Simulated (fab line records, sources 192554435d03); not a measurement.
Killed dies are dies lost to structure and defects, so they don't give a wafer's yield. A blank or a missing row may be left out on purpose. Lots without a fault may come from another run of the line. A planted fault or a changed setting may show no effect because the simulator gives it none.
Which tool did it? | flow n5_finfet | 12 lots, 36 wafers sampled, at 2 steps of a route of 1938

WHAT THE GAUGES READ, wafer by wafer
N5_BEOL_M3_INSPECT_13: inspects for defects (brightfield).
lot  | measured     | on                | raw_defect_count
L075 | day 7 06:44  | defect_inspect-01 | 436 506 421
L077 | day 7 14:06  | defect_inspect-02 | 454 399 332
L079 | day 9 06:28  | defect_inspect-02 | 361 435 398
L081 | day 9 12:08  | defect_inspect-02 | 274 455 379
L085 | day 9 19:03  | defect_inspect-02 | 379 543 416
L084 | day 9 23:03  | defect_inspect-02 | 425 339 589
L086 | day 10 04:19 | defect_inspect-02 | 458 474 524
L089 | day 11 04:24 | defect_inspect-02 | 344 349 257
L092 | day 11 18:21 | defect_inspect-01 | 489 463 332
L091 | day 11 23:12 | defect_inspect-01 | 451 460 516
L095 | day 12 14:50 | defect_inspect-02 | 357 334 368
L096 | day 13 02:08 | defect_inspect-02 | 421 336 397

WHICH TOOL RAN EACH LOT (tool, then ch and the chambers of the sampled wafers, then the start)
lot  | N5_BEOL_M3_HM_DEP_02
L075 | pvd_sputter-01, day 7 06:06
L077 | pvd_sputter-01, day 7 13:37
L079 | pvd_sputter-01, day 9 05:59
L081 | pvd_sputter-03, day 9 11:32
L085 | pvd_sputter-01, day 9 18:34
L084 | pvd_sputter-03, day 9 22:14
L086 | pvd_sputter-02, day 10 03:50
L089 | pvd_sputter-02, day 11 03:55
L092 | pvd_sputter-02, day 11 17:52
L091 | pvd_sputter-01, day 11 22:43
L095 | pvd_sputter-01, day 12 14:22
L096 | pvd_sputter-03, day 13 01:32
- N5_BEOL_M3_HM_DEP_02: deposits TiN, target thk 20 nm.

THE ANSWER, worked out from the rows above alone
Rule: what is usual is taken from the lots themselves. Put in order of their means at a reading, lots are off if they are a third of the lots or fewer, leave a main group of 4 or more, and stand apart from it by a gap of 3 or more times the standard deviation of the main group's means; of several such gaps the widest counts. A main group whose means are all the same, to the digits that the tables above print for the reading, isn't used. A lot without any number at a reading at which 4 lots or more have one is off too. The other lots that the step has rows for count as sound.
No lot is off at any reading shown: from this, nothing can be told.

WHAT THE SIMULATOR HAD PUT IN
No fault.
